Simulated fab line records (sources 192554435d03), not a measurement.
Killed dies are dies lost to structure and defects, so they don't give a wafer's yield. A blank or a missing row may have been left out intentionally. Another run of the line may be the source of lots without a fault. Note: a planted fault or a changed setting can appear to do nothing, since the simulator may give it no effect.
Split-lot trial | flow n5-finfet | route with 1938 steps; 7 lots, 39 wafers read

## ON THE SPLIT
At N5_HKMG_FIN_ETCH_58 (etches SOC in N2/H2, target depth 215.8 nm, time 741 s), the setting source-w was moved away from the recipe's 875 W on 15 of the 39 wafers read, by -18.3% to +19.1%. For the rest of the wafers, this setting stayed at what the recipe calls for.

The split's own step is where the reading is taken.

## THE READING
rf-vpp-V, in V, at N5_HKMG_FIN_ETCH_58 (etches SOC in N2/H2, target depth 215.8 nm, time 741 s). Typical for fault-free wafers on this fab line: 99.0 V, with standard deviation 0.93 V.

wafer  | tool, chamber at the split | source-w as run, W | against the recipe | rf-vpp-V, V | against lot-mates on the recipe
L074.1 | rie-diel-03, 1             | 875                | recipe             | 98.9        | -
L074.2 | rie-diel-03, 3             | 875                | recipe             | 99.3        | -
L074.5 | rie-diel-03, 0             | 875                | recipe             | 99.2        | -
L076.1 | rie-diel-04, 2             | 875                | recipe             | 100.3       | -
L076.2 | rie-diel-04, 1             | 875                | recipe             | 98.5        | -
L076.3 | rie-diel-04, 0             | 875                | recipe             | 99.2        | -
L076.4 | rie-diel-04, 2             | 875                | recipe             | 100.6       | -
L076.5 | rie-diel-04, 1             | 875                | recipe             | 99.3        | -
L076.6 | rie-diel-04, 0             | 875                | recipe             | 98.2        | -
L083.1 | rie-diel-03, 2             | 716.2              | -18.1%             | 105.8       | +7.7
L083.2 | rie-diel-03, 3             | 716.2              | -18.1%             | 104.4       | +6.3
L083.3 | rie-diel-03, 1             | 716.2              | -18.1%             | 106.6       | +8.5
L083.4 | rie-diel-03, 0             | 875                | recipe             | 97.0        | -
L083.5 | rie-diel-03, 3             | 875                | recipe             | 98.0        | -
L083.6 | rie-diel-03, 2             | 875                | recipe             | 99.3        | -
L086.1 | rie-diel-04, 1             | 875                | recipe             | 100.1       | -
L086.2 | rie-diel-04, 3             | 827.4              | -5.4%              | 102.4       | +2.9
L086.3 | rie-diel-04, 2             | 827.4              | -5.4%              | 102.3       | +2.8
L086.4 | rie-diel-04, 2             | 875                | recipe             | 97.8        | -
L086.5 | rie-diel-04, 3             | 875                | recipe             | 100.6       | -
L086.6 | rie-diel-04, 1             | 827.4              | -5.4%              | 101.8       | +2.3
L090.1 | rie-diel-02, 0             | 1042               | +19.1%             | 93.3        | -5.7
L090.2 | rie-diel-02, 3             | 875                | recipe             | 99.7        | -
L090.3 | rie-diel-02, 1             | 1042               | +19.1%             | 92.6        | -6.4
L090.4 | rie-diel-02, 2             | 875                | recipe             | 99.1        | -
L090.5 | rie-diel-02, 1             | 875                | recipe             | 98.2        | -
L090.6 | rie-diel-02, 0             | 1042               | +19.1%             | 92.0        | -7.0
L091.1 | rie-diel-03, 3             | 789                | -9.8%              | 100.0       | +1.0
L091.2 | rie-diel-03, 0             | 789                | -9.8%              | 101.6       | +2.6
L091.3 | rie-diel-03, 1             | 875                | recipe             | 97.9        | -
L091.4 | rie-diel-03, 2             | 875                | recipe             | 99.7        | -
L091.5 | rie-diel-03, 3             | 789                | -9.8%              | 103.0       | +4.0
L091.6 | rie-diel-03, 2             | 875                | recipe             | 99.5        | -
L096.1 | rie-diel-03, 2             | 714.8              | -18.3%             | 106.8       | +8.0
L096.2 | rie-diel-03, 0             | 714.8              | -18.3%             | 105.9       | +7.1
L096.3 | rie-diel-03, 1             | 875                | recipe             | 98.7        | -
L096.4 | rie-diel-03, 3             | 714.8              | -18.3%             | 105.2       | +6.4
L096.5 | rie-diel-03, 3             | 875                | recipe             | 99.1        | -
L096.6 | rie-diel-03, 0             | 875                | recipe             | 98.5        | -

THE FIT
A straight line over all 39 wafers: rf-vpp-V changes by -0.352 V for each +1% of source-w; r = -0.96; the points scatter about the line by 0.99 V.
The same after taking each lot's own level away (the mean of its wafers on the recipe; 39 wafers): -0.368 V for each +1%; r = -0.96; scatter 0.94 V.
That fit puts the effect of the largest move of source-w on the reading at 7 V.
The span of the lots' own levels, 98.10 to 99.50 V, comes to 1.5 times the standard deviation stated above.
So the lot-to-lot level changes the slope little: the two slopes agree.
Check: -7.15 V against its lot-mates is what the line predicts for one of the wafers moved furthest among these (+19.1%) when that wafer is left out of the fit. It came out at -5.7 V against them.
Tool readings at the split's step, against how far the setting was moved: rf-vpp-V r = -0.96.

## OTHER SPLITS ON THESE WAFERS
Note: prior to the reading, these wafers also went through further splits. Each is held against what the fit with the lots' levels taken away leaves over:
other split on the same wafers        | wafers away from the commonest value | r with rf-vpp-V (lot level and that fit taken away)
N5_WELL_APT_EPI_41 target-thk-a       | 12                                   | -0.05
N5_FIN_CUT_CUT_ETCH_15 target-depth-a | 9                                    | -0.09
N5_DUMMY_GATE_ETCH_44 target-depth-a  | 15                                   | -0.22
N5_DUMMY_GATE_ETCH_42 bias-w          | 15                                   | +0.12

## THE WHOLE CHAIN: every reading that the file lists as answering this split, in the file's order
step                | what it does                                           | reading                                                                         | change (the file's fit)              | r (the file's)
N5_HKMG_FIN_ETCH_58 | etches SOC in N2/H2, target depth 215.8 nm, time 741 s | rf-vpp-V                                                                        | -0.373 V for each +1% of the setting | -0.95
N5_HKMG_FIN_ETCH_58 | etches SOC in N2/H2, target depth 215.8 nm, time 741 s | SOC_of_HKMG_FIN_COAT_41.thk-nm (the simulator's own value, which no gauge read) | -1.93 nm for each +1% of the setting | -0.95
N5_HKMG_FIN_ETCH_58 | etches SOC in N2/H2, target depth 215.8 nm, time 741 s | HKMG_FIN.feature-depth-nm (the simulator's own value, which no gauge read)      | +1.91 nm for each +1% of the setting | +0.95
N5_HKMG_FIN_ETCH_58 | etches SOC in N2/H2, target depth 215.8 nm, time 741 s | etch.depth-nm (the simulator's own value, which no gauge read)                  | +1.91 nm for each +1% of the setting | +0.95

## THE FILE'S OWN FIT
rf-vpp-V changes by -0.373 V for each +1% of source-w, r = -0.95.
